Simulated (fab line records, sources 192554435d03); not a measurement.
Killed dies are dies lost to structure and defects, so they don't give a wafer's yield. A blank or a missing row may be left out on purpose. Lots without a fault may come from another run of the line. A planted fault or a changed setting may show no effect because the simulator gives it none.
Chamber matching | flow n5_finfet | N5_BEOL_M8_STRIP_67 on rie_diel-05: 4 sister chambers
The step strips in CF4. 14 wafers are shown with their chamber, then 7 later ones without.

WAFERS WITH THEIR CHAMBER
wafer  | chamber | throttle_valve_pct (%) | oes_product_au (a.u.) | rf_vpp_V (V)
L078.1 | 3       | 14.02                  | 0.71                  | 270.1
L078.2 | 2       | 13.49                  | 0.75                  | 271.6
L078.6 | 3       | 14.04                  | 0.70                  | 271.5
L083.1 | 3       | 14.04                  | 0.71                  | 271.6
L083.2 | 1       | 13.53                  | 0.87                  | 271.4
L083.4 | 0       | 13.79                  | 0.70                  | 270.2
L086.2 | 0       | 13.80                  | 0.69                  | 269.1
L086.4 | 3       | 14.05                  | 0.70                  | 271.0
L086.6 | 2       | 13.51                  | 0.73                  | 272.9
L085.1 | 1       | 13.56                  | 0.85                  | 272.2
L085.3 | 3       | 14.05                  | 0.69                  | 270.1
L085.4 | 2       | 13.50                  | 0.74                  | 271.7
L089.3 | 2       | 13.52                  | 0.74                  | 272.1
L089.4 | 3       | 14.07                  | 0.69                  | 270.8

SIGNATURES (means of the wafers above)
reading            | chamber 0 | chamber 1 | chamber 2 | chamber 3 | scatter within a chamber
throttle_valve_pct | 13.7950   | 13.5450   | 13.5050   | 14.0450   | 0.0153
oes_product_au     | 0.6950    | 0.8600    | 0.7400    | 0.7000    | 0.00922
rf_vpp_V           | 269.650   | 271.800   | 272.075   | 270.850   | 0.641
Rule: a wafer's distance from a chamber is the root of the sum, over the readings, of the square of ((its reading less the chamber's mean) divided by the reading's scatter). The wafer belongs to the nearest chamber; if the next one is less than 2 further off, it can't be placed. The scatter: the root of (the sum of the squares of (reading less its chamber's mean) over the shown wafers, divided by (wafers less chambers)).

WAFERS WITHOUT THEIR CHAMBER
wafer  | throttle_valve_pct (%) | oes_product_au (a.u.) | rf_vpp_V (V)
L089.6 | 13.53                  | 0.74                  | 272.9
L094.2 | 14.06                  | 0.69                  | 270.6
L094.3 | 13.84                  | 0.68                  | 269.5
L094.5 | 13.53                  | 0.73                  | 270.7
L096.4 | 13.56                  | 0.73                  | 269.5
L096.5 | 13.86                  | 0.68                  | 269.5
L096.6 | 13.61                  | 0.83                  | 272.6

WHICH CHAMBER EACH WENT THROUGH
wafer  | from the rows above | in truth
L089.6 | 2                   | 2
L094.2 | 3                   | 3
L094.3 | 0                   | 0
L094.5 | 2                   | 2
L096.4 | 2                   | 2
L096.5 | 0                   | 0
L096.6 | 1                   | 1
Placed correctly: 7 of 7. Can't be placed from these rows: 0. Placed wrongly: 0.
